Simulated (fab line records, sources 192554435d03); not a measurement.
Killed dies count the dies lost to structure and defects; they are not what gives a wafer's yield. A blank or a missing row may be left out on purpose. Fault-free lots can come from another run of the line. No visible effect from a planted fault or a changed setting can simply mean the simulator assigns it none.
Matching of chambers    flow n5-finfet    4 sister chambers for N5_BEOL_M11_DESCUM_33 on rie-diel-03
The step chemistry O2, time 7.9 s. 16 wafers are shown with their chamber, then 8 later ones without.

## WAFERS PAIRED WITH THEIR CHAMBERS
wafer   chamber  drypump-motor-current-A (A)  throttle-valve-pct (%)  oes-product-au (a.u.)
L078.1  0        6.29                         20.78                   0.71
L078.3  1        5.55                         20.55                   0.74
L078.5  1        5.55                         20.56                   0.73
L077.2  0        6.26                         20.78                   0.70
L077.3  1        5.56                         20.56                   0.74
L077.4  3        5.80                         20.12                   0.93
L076.1  3        5.78                         20.14                   0.93
L076.3  0        6.25                         20.77                   0.71
L076.5  1        5.61                         20.55                   0.73
L080.2  1        5.63                         20.55                   0.74
L080.4  3        5.78                         20.16                   0.91
L080.5  3        5.78                         20.15                   0.93
L087.1  0        6.27                         20.84                   0.69
L087.2  2        5.70                         20.67                   0.72
L087.5  3        5.78                         20.19                   0.89
L089.1  2        5.73                         20.70                   0.74

SIGNATURES (means of the wafers above)
reading                  chamber 0  chamber 1  chamber 2  chamber 3  scatter within a chamber
drypump-motor-current-A  6.2675     5.5800     5.7150     5.7840     0.0246
throttle-valve-pct       20.7925    20.5540    20.6850    20.1520    0.023
oes-product-au           0.7025     0.7360     0.7300     0.9180     0.0125
Rule: for a wafer and a chamber, the distance is found by dividing, reading by reading, the gap between the wafer's reading and the chamber's mean by the reading's scatter, squaring, summing and taking the root. The wafer belongs to the nearest chamber; if the next one is less than 2 further off, it can't be placed. The scatter: the root of (the sum of the squares of (reading less its chamber's mean) over the shown wafers, divided by (wafers less chambers)).

## WAFERS WHOSE CHAMBER IS MISSING
wafer   drypump-motor-current-A (A)  throttle-valve-pct (%)  oes-product-au (a.u.)
L089.3  5.60                         20.59                   0.72
L089.4  6.23                         20.82                   0.70
L093.1  6.27                         20.84                   0.69
L093.3  5.77                         20.20                   0.87
L093.4  5.74                         20.69                   0.72
L096.1  6.28                         20.84                   0.68
L096.4  5.73                         20.71                   0.72
L096.5  5.71                         20.70                   0.72

## EACH ONE'S CHAMBER
wafer   from the rows above  in truth
L089.3  1                    1
L089.4  0                    0
L093.1  0                    0
L093.3  3                    3
L093.4  2                    2
L096.1  0                    0
L096.4  2                    2
L096.5  2                    2
Correct placement for 8 of the 8. Can't be placed from these rows: 0. Number placed wrongly: 0.
